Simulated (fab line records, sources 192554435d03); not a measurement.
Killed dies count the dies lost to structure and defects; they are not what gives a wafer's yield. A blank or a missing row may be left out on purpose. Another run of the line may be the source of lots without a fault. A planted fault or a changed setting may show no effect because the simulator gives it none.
One fault seen from 3 desks || flow n5Finfet || each desk holds nothing but its own numbers, with what lay behind them at the end

## DESK OF THE TOOL OWNER: rieDiel-06
The tool's own readings at N5_BEOL_M9_TRENCH_ETCH_37 (etches SiCOH lowk in C4F6/O2, target depth 151.43 nm, time 49 s): means of the sampled wafers that have a number, for each lot that ran on this tool. Any lot whose mean is over 4 standard deviations away from the usual mean is out of limits and marked OUT; that distance is given in the brackets.
Columns: A = drypumpMotorCurrentA at N5_BEOL_M9_TRENCH_ETCH_37, usual 5.7 A; B = oesProductAu at N5_BEOL_M9_TRENCH_ETCH_37, usual 0.80 a.u.; C = rfVppV at N5_BEOL_M9_TRENCH_ETCH_37, usual 668 V; D = showerheadPlenumPTorr at N5_BEOL_M9_TRENCH_ETCH_37, usual 2.85 Torr; E = throttleValvePct at N5_BEOL_M9_TRENCH_ETCH_37, usual 20.92 %
{"lot": "L871", "first seen here": "day 10 23:57", "A": 5.6, "B": 0.77, "C": 669, "D": 2.77, "E": 21.19}
{"lot": "L881", "first seen here": "day 13 17:52", "A": 6.0, "B": 0.79, "C": 669, "D": 2.83, "E": 21.04}
{"lot": "L886", "first seen here": "day 14 15:49", "A": 5.5, "B": 0.75, "C": 674, "D": 2.80, "E": 21.12}
{"lot": "L891", "first seen here": "day 15 17:07", "A": 5.9, "B": 0.73, "C": 672, "D": 2.86, "E": 20.92}
{"lot": "L893", "first seen here": "day 16 19:30", "A": 5.5, "B": 0.87, "C": 673, "D": 2.90, "E": 20.80}
This desk's verdict: no lot among the 5 shows anything out of limits.

## METROLOGY DESK
What the gauges read for every lot (on any tool): the sampled wafers with a number, averaged. Any lot whose mean is over 4 standard deviations away from the usual mean is out of limits and marked OUT; that distance is given in the brackets. 7 of its 27 readings are shown: the first one out of limits and those lying furthest out on some lot.
Columns: A = trenchDepthNm at N5_BEOL_M9_OCD_MEAS_38, usual 151.6 nm; B = M9_THK at N5_BEOL_M9_THK_MEAS_53, usual 141.1 nm; C = M9_RS at N5_BEOL_M9_RS_MEAS_57, usual 0.1503 ohm/sq; D = COMB_M14 at N5_BEOL_M15_RC_MEAS_101, usual 3.1e-12 S/m; E = SERP_M12 at N5_BEOL_M15_RC_MEAS_101, usual 0.639 ohm/um; F = SERP_M9 at N5_BEOL_M15_RC_MEAS_101, usual 3.05 ohm/um; G = SERP_M9_max_site at N5_BEOL_M15_RC_MEAS_101, usual 3.15 ohm/um
{"lot": "L871", "first seen here": "day 10 21:19", "A": 152.1, "B": 142.6, "C": 0.1488, "D": 3.8e-12, "E": 0.629, "F": 3.03, "G": 3.10}
{"lot": "L872", "first seen here": "day 11 05:35", "A": 151.1, "B": 138.5, "C": 0.1510, "D": 3.5e-12, "E": 0.629, "F": 3.05, "G": 3.11}
{"lot": "L881", "first seen here": "day 13 14:47", "A": 150.8, "B": 140.7, "C": 0.1508, "D": 2.6e-12, "E": 0.640, "F": 3.08, "G": 3.18}
{"lot": "L884", "first seen here": "day 14 05:33", "A": 150.9, "B": 139.6, "C": 0.1521, "D": 5.4e-12, "E": 0.625, "F": 3.16, "G": 3.24}
{"lot": "L886", "first seen here": "day 14 12:37", "A": 150.3, "B": 139.7, "C": 0.1518, "D": 2.8e-12, "E": 0.671, "F": 3.12, "G": 3.23}
{"lot": "L891", "first seen here": "day 15 16:05", "A": "131.8 (-9.4) OUT", "B": "120.7 (-7.5) OUT", "C": "0.1813 (+11) OUT", "D": 3.9e-12, "E": 0.644, "F": "3.61 (+8.2) OUT", "G": "3.75 (+7.6) OUT"}
{"lot": "L893", "first seen here": "day 16 16:56", "A": "141.8 (-4.7) OUT", "B": 131.0, "C": "0.1659 (+5.4) OUT", "D": 4.1e-12, "E": 0.641, "F": "3.33 (+4.1) OUT", "G": "3.48 (+4.1) OUT"}
This desk's verdict: out of limits on L891, L893, starting with L891 at day 15 17:17 (trenchDepthNm at N5_BEOL_M9_OCD_MEAS_38). In limits: L871, L872, L881, L884, L886.

## THE DEFECT DESK
Counts from the inspections along the route, per lot, as means over the sampled wafers that have a number. Any lot whose mean is over 4 standard deviations away from the usual mean is out of limits and marked OUT; that distance is given in the brackets.
Columns: A = rawDefectCount at N5_BEOL_M9_INSPECT_30, usual 402
{"lot": "L871", "first seen here": "day 10 23:34", "A": 325}
{"lot": "L872", "first seen here": "day 11 09:04", "A": 537}
{"lot": "L881", "first seen here": "day 13 17:33", "A": 299}
{"lot": "L884", "first seen here": "day 14 06:20", "A": 341}
{"lot": "L886", "first seen here": "day 14 15:31", "A": 430}
{"lot": "L891", "first seen here": "day 15 16:47", "A": 316}
{"lot": "L893", "first seen here": "day 16 19:11", "A": 378}
This desk's verdict: no lot among the 7 shows anything out of limits.

## ALL TOGETHER
Metrology desk: alarm possible at day 15 17:17 on L891, L893.
The desk of the tool owner found nothing out of limits.
Nothing out of limits was seen by the defect desk.
Tool owner's desk: L891, L893 on record, inside its limits.
The defect desk has L891, L893 on record, within its limits.
Of the lots named, all ran N5_BEOL_M9_TRENCH_ETCH_37 on rieDiel-06.

## WHAT THE SIMULATOR HAD INSERTED
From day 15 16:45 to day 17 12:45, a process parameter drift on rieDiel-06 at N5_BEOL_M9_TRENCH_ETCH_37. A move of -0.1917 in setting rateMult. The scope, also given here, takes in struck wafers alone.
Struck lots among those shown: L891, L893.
Time in hours between the start of the fault and the first out-of-limits reading at each desk: metrology desk, 1.
